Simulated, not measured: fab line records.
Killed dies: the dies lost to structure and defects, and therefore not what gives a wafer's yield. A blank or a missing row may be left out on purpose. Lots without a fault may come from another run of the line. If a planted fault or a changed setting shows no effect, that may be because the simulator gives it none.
Matching of chambers || flow n5 finfet || rie diel-05 running N5_BEOL_M1_ETCHBACK_99: 4 sister chambers
The step etches SiO2 in CHF3, target depth 5 nm, time 10.4 s. 4 wafers are shown with their chamber, then 10 later ones without.

EACH WAFER AND ITS CHAMBER
{"wafer": "L093.3", "chamber": 1, "drypump motor current A (A)": 5.8}
{"wafer": "L093.6", "chamber": 2, "drypump motor current A (A)": 5.7}
{"wafer": "L094.1", "chamber": 3, "drypump motor current A (A)": 5.7}
{"wafer": "L094.3", "chamber": 0, "drypump motor current A (A)": 5.2}

WAFERS MISSING THEIR CHAMBER
{"wafer": "L094.4", "drypump motor current A (A)": 5.8}
{"wafer": "L095.1", "drypump motor current A (A)": 5.8}
{"wafer": "L095.2", "drypump motor current A (A)": 5.2}
{"wafer": "L095.5", "drypump motor current A (A)": 5.7}
{"wafer": "L097.2", "drypump motor current A (A)": 5.7}
{"wafer": "L097.5", "drypump motor current A (A)": 5.7}
{"wafer": "L097.6", "drypump motor current A (A)": 5.7}
{"wafer": "L096.1", "drypump motor current A (A)": 5.7}
{"wafer": "L096.5", "drypump motor current A (A)": 5.3}
{"wafer": "L096.6", "drypump motor current A (A)": 5.7}

THE CHAMBER EACH PASSED THROUGH
{"wafer": "L094.4", "from the rows above": 1, "in truth": 1}
{"wafer": "L095.1", "from the rows above": 1, "in truth": 1}
{"wafer": "L095.2", "from the rows above": 0, "in truth": 0}
{"wafer": "L095.5", "from the rows above": "can't be placed: 2 or 3", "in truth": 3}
{"wafer": "L097.2", "from the rows above": "can't be placed: 2 or 3", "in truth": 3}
{"wafer": "L097.5", "from the rows above": "can't be placed: 2 or 3", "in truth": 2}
{"wafer": "L097.6", "from the rows above": "can't be placed: 2 or 3", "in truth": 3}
{"wafer": "L096.1", "from the rows above": "can't be placed: 2 or 3", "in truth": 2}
{"wafer": "L096.5", "from the rows above": 0, "in truth": 0}
{"wafer": "L096.6", "from the rows above": "can't be placed: 2 or 3", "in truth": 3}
Correct placement for 4 of the 10. Not placeable from these rows: 6 (in 6, the candidates include the true chamber). Number placed wrongly: 0.
How it was worked out, from the rows above alone: a wafer's distance from a chamber is the root of the sum, over the readings, of the square of ((its reading less the chamber's mean) divided by the reading's scatter). If the next closest chamber is less than 2 further off than the closest, the wafer can't be placed; otherwise it belongs to the closest. The mean given for a chamber averages the wafers shown for that chamber. The scatter: root of mean squared gap, hidden wafer to nearest shown wafer, with one shown wafer a chamber.
